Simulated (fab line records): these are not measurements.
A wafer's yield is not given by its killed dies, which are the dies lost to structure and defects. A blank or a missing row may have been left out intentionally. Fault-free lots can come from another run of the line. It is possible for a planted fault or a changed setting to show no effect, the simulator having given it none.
The tool behind it: which one? || flow nand-harc || 11 lots with 33 wafers sampled at 2 steps, on a route of 1302 steps

== WHAT THE GAUGES READ, wafer by wafer ==
NHARC_A_BLC_INSPECT_28.
{"lot": "L076", "measured": "day 23 11:11", "on": "defect-inspect-01", "raw-defect-count": "602 515 596"}
{"lot": "L077", "measured": "day 23 17:01", "on": "defect-inspect-01", "raw-defect-count": "600 609 580"}
{"lot": "L079", "measured": "day 24 22:48", "on": "defect-inspect-02", "raw-defect-count": "481 627 483"}
{"lot": "L081", "measured": "day 25 17:41", "on": "defect-inspect-02", "raw-defect-count": "348 503 399"}
{"lot": "L083", "measured": "day 26 09:22", "on": "defect-inspect-01", "raw-defect-count": "317 411 303"}
{"lot": "L087", "measured": "day 27 19:33", "on": "defect-inspect-01", "raw-defect-count": "529 646 525"}
{"lot": "L086", "measured": "day 28 04:49", "on": "defect-inspect-01", "raw-defect-count": "422 426 469"}
{"lot": "L091", "measured": "day 29 04:01", "on": "defect-inspect-01", "raw-defect-count": "470 446 480"}
{"lot": "L088", "measured": "day 29 13:06", "on": "defect-inspect-02", "raw-defect-count": "590 920 642"}
{"lot": "L092", "measured": "day 30 05:05", "on": "defect-inspect-01", "raw-defect-count": "606 620 512"}
{"lot": "L097", "measured": "day 31 05:26", "on": "defect-inspect-01", "raw-defect-count": "549 582 506"}

== EACH LOT AND THE TOOL THAT RAN IT (in order: tool; ch and the chambers of the sampled wafers; start) ==
{"lot": "L076", "NHARC_A_CONTACT_STRIP_26": "rie-diel-08 ch 0,1, day 23 11:11 or earlier"}
{"lot": "L077", "NHARC_A_CONTACT_STRIP_26": "rie-diel-08 ch 0,1,3, day 23 17:01 or earlier"}
{"lot": "L079", "NHARC_A_CONTACT_STRIP_26": "rie-diel-08 ch 1,2,3, day 24 22:48 or earlier"}
{"lot": "L081", "NHARC_A_CONTACT_STRIP_26": "rie-diel-04 ch 1,3, day 25 17:41 or earlier"}
{"lot": "L083", "NHARC_A_CONTACT_STRIP_26": "rie-diel-04 ch 1,2,3, day 26 09:22 or earlier"}
{"lot": "L087", "NHARC_A_CONTACT_STRIP_26": "rie-diel-08 ch 0,1,3, day 27 19:33 or earlier"}
{"lot": "L086", "NHARC_A_CONTACT_STRIP_26": "rie-diel-04 ch 1,2,3, day 28 04:49 or earlier"}
{"lot": "L091", "NHARC_A_CONTACT_STRIP_26": "rie-diel-04 ch 0,1,3, day 29 04:01 or earlier"}
{"lot": "L088", "NHARC_A_CONTACT_STRIP_26": "rie-diel-04 ch 0,3, day 29 13:06 or earlier"}
{"lot": "L092", "NHARC_A_CONTACT_STRIP_26": "rie-diel-04 ch 1,2,3, day 30 05:05 or earlier"}
{"lot": "L097", "NHARC_A_CONTACT_STRIP_26": "rie-diel-04 ch 1,3, day 31 05:26 or earlier"}
- NHARC_A_CONTACT_STRIP_26: strips in O2.

== THE ANSWER, worked out from the rows above alone ==
Rule: usual is defined by the lots themselves. The widest of any qualifying gaps counts: lots, ordered by their means at a reading, are off when they make up no more than a third of the lots, leave a main group of 4 or more, and stand apart from it by 3 or more times the standard deviation of that group's means. If all means in a main group match to the digits the tables above print for the reading, that group is not used. A lot without any number at a reading at which 4 lots or more have one is off too. All remaining lots with rows at the step are treated as sound.
Across all readings shown, no lot is off: no conclusion can be drawn from this.

== WHAT THE SIMULATOR PUT IN ==
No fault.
